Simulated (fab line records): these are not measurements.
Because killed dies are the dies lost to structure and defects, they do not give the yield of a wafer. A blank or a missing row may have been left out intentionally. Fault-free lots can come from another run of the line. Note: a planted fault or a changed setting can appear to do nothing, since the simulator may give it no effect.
The tool behind it: which one?    flow nand harc    at 1 step of a route of 1159, 14 lots with 42 wafers sampled

== WHAT THE GAUGES SHOWED, per wafer ==
NHARC_THIN_TSV_CD_MEAS_16. Usual: cd nm reads 1000.5 nm (standard deviation 1.5).
lot   measured      on         cd nm (nm)            flag
L698  day 18 12:17  cd sem-02  998.3 1000.5 999.4    
L700  day 18 19:06  cd sem-03  1004.7 1002.0 1002.8  
L699  day 19 04:08  cd sem-03  999.2 998.8 998.6     
L702  day 19 11:44  cd sem-02  1000.9 1002.3 1000.6  
L705  day 20 11:54  cd sem-01  1001.6 1004.4 1002.3  
L704  day 20 13:15  cd sem-02  999.5 1001.3 1000.2   
L706  day 20 19:46  cd sem-02  999.6 1001.5 999.9    
L707  day 20 20:56  cd sem-02  1001.6 999.3 1001.2   
L709  day 21 05:58  cd sem-03  1001.6 1002.4 1003.7  
L711  day 21 23:17  cd sem-02  1001.1 1000.0 1001.0  
L710  day 22 00:44  cd sem-03  1000.0 1000.3 998.9   
L716  day 22 18:49  cd sem-02  998.8 1002.4 999.1    
L720  day 24 06:37  cd sem-01  1000.2 1000.3 999.8   
L721  day 24 18:33  cd sem-03  1000.9 999.6 999.0    

== WHICH TOOL RAN EACH LOT (tool, then ch and the chambers of the sampled wafers, then the start) ==
The record shows no process step preceding these readings.

== WHAT THE TOOLS THEMSELVES READ (means of the sampled wafers that have a number; where no wafer has one, the mark that the record gives instead) ==
The record holds no such reading with a usual standard deviation.

== THE ANSWER, worked out from the rows above alone ==
Rule: lot off if the mean of its wafers having a number is beyond 3 standard deviations from the usual mean. Also off: a lot with no number at a reading for which 4 or more lots have one. The other lots that the step has rows for count as sound. First the gauges in route order, then the tools' own readings, where a lot's mean is used as printed above. At the first step where some lot is off, the reading lying furthest off is the one used; lots without a number count as furthest.
None of the lots is off at any reading shown; this tells nothing.

== WHAT THE SIMULATOR HAD PUT IN ==
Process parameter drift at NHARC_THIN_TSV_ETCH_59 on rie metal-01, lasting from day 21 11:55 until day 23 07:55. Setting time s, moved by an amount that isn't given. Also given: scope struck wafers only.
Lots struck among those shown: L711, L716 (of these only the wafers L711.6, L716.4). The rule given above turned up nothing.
